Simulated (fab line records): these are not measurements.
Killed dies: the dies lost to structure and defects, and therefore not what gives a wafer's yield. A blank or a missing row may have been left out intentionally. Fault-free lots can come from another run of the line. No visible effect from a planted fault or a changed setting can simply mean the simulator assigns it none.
Which of the tools did it?	flow nandHarc	11 lots, 33 wafers sampled, at 5 steps of a route of 1159

WHAT EACH GAUGE READ, for each wafer
NHARC_END_SORT_01.
lot	measured	on	killedAtArray
L262	day 20 03:15	prober-01	20 15 21
L264	day 20 04:00	prober-02	14 15 18
L266	day 20 19:39	prober-02	27 35 38
L268	day 21 12:40	prober-01	13 15 8
L272	day 21 19:50	prober-02	28 25 40
L274	day 22 12:47	prober-01	24 24 21
L273	day 22 15:07	prober-02	35 33 34
L278	day 23 09:42	prober-01	27 71 25
L283	day 24 09:05	prober-02	32 33 28
L284	day 24 07:37	prober-01	34 28 34
L285	day 25 15:38	prober-02	17 27 12

WHAT TOOL EACH LOT RAN ON (gives the tool, then ch and the chambers of the sampled wafers, and finally the start)
lot	NHARC_A_CONTACT_ETCH_48	NHARC_A_CONTACT_ETCH_49	NHARC_A_CONTACT_ETCH_50	NHARC_A_CONTACT_ETCH_113
L262	rieDiel-01 ch 1,2,3, day 16 08:25	rieDiel-01 ch 0,1,3, day 16 10:25 or earlier	rieDiel-01 ch 1,2,3, day 16 10:25 or earlier	harCapEtch-01 ch 0,1, day 16 10:25
L264	rieDiel-13 ch 0,3, day 16 18:31	rieDiel-13 ch 1,2,3, day 16 19:59 or earlier	rieDiel-13 ch 0,3, day 16 19:59 or earlier	harCapEtch-03 ch 0,1, day 16 19:59
L266	rieDiel-04 ch 0,3, day 17 18:31	rieDiel-04 ch 1,2, day 17 20:02 or earlier	rieDiel-04 ch 0,2,3, day 17 20:02 or earlier	harCapEtch-03 ch 0,1, day 17 20:02
L268	rieDiel-01 ch 0,1,2, day 18 14:10	rieDiel-01 ch 0,2,3, day 18 15:49 or earlier	rieDiel-01 ch 1,3, day 18 15:49 or earlier	harCapEtch-03 ch 0,1, day 18 15:49
L272	rieDiel-01 ch 1,2,3, day 18 20:39	rieDiel-01 ch 0,2,3, day 18 22:07 or earlier	rieDiel-01 ch 0,2,3, day 18 22:07 or earlier	harCapEtch-02 ch 0,1, day 18 22:07
L274	rieDiel-13 ch 0,3, day 19 11:58	rieDiel-13 ch 0,2,3, day 19 13:28 or earlier	rieDiel-13 ch 0,1,2, day 19 13:28 or earlier	harCapEtch-02 ch 0,1, day 19 13:28
L273	rieDiel-04 ch 1,2, day 19 14:07	rieDiel-04 ch 0,1,2, day 19 17:42 or earlier	rieDiel-04 ch 0,1,2, day 19 17:42 or earlier	harCapEtch-02 ch 0,1, day 19 17:42
L278	rieDiel-01 ch 1,2,3, day 20 02:01	rieDiel-01 ch 0,1, day 20 03:46 or earlier	rieDiel-01 ch 0,1, day 20 03:46 or earlier	harCapEtch-01 ch 0,1, day 20 03:46
L283	rieDiel-13 ch 1,2, day 21 05:58	rieDiel-13 ch 0,2,3, day 21 07:57 or earlier	rieDiel-13 ch 1,2, day 21 07:57 or earlier	harCapEtch-01 ch 0,1, day 21 07:57
L284	rieDiel-04 ch 0,1,3, day 21 07:38	rieDiel-04 ch 1,2,3, day 21 09:07 or earlier	rieDiel-04 ch 0,1,2, day 21 09:07 or earlier	harCapEtch-02 ch 0,1, day 21 09:07
L285	rieDiel-04 ch 0,2,3, day 22 13:26	rieDiel-04 ch 1,2,3, day 22 14:58 or earlier	rieDiel-04 ch 0,2,3, day 22 14:58 or earlier	harCapEtch-01 ch 0,1, day 22 14:58
- NHARC_A_CONTACT_ETCH_48: etches the open film in CF4, target depth 39 nm, time 65 s.
- NHARC_A_CONTACT_ETCH_49: etches the open film in N2/H2, target depth 260 nm, time 475.3 s.
- NHARC_A_CONTACT_ETCH_50: etches the open film in CF4/CHF3, target depth 84.7 nm, time 42.4 s.
- NHARC_A_CONTACT_ETCH_113: etches the open film in C4F8/O2/Ar, time 94 s, target depth 922 nm.

THE ANSWER, worked out from the rows above alone
Rule: the lots themselves supply what counts as usual. The widest of any qualifying gaps counts: lots, ordered by their means at a reading, are off when they make up no more than a third of the lots, leave a main group of 4 or more, and stand apart from it by 3 or more times the standard deviation of that group's means. If all means in a main group match to the digits the tables above print for the reading, that group is not used. A lot without any number at a reading at which 4 lots or more have one is off too. The other lots that the step has rows for count as sound.
None of the lots is off at any reading shown; this tells nothing.

WHAT HAD BEEN PUT IN BY THE SIMULATOR
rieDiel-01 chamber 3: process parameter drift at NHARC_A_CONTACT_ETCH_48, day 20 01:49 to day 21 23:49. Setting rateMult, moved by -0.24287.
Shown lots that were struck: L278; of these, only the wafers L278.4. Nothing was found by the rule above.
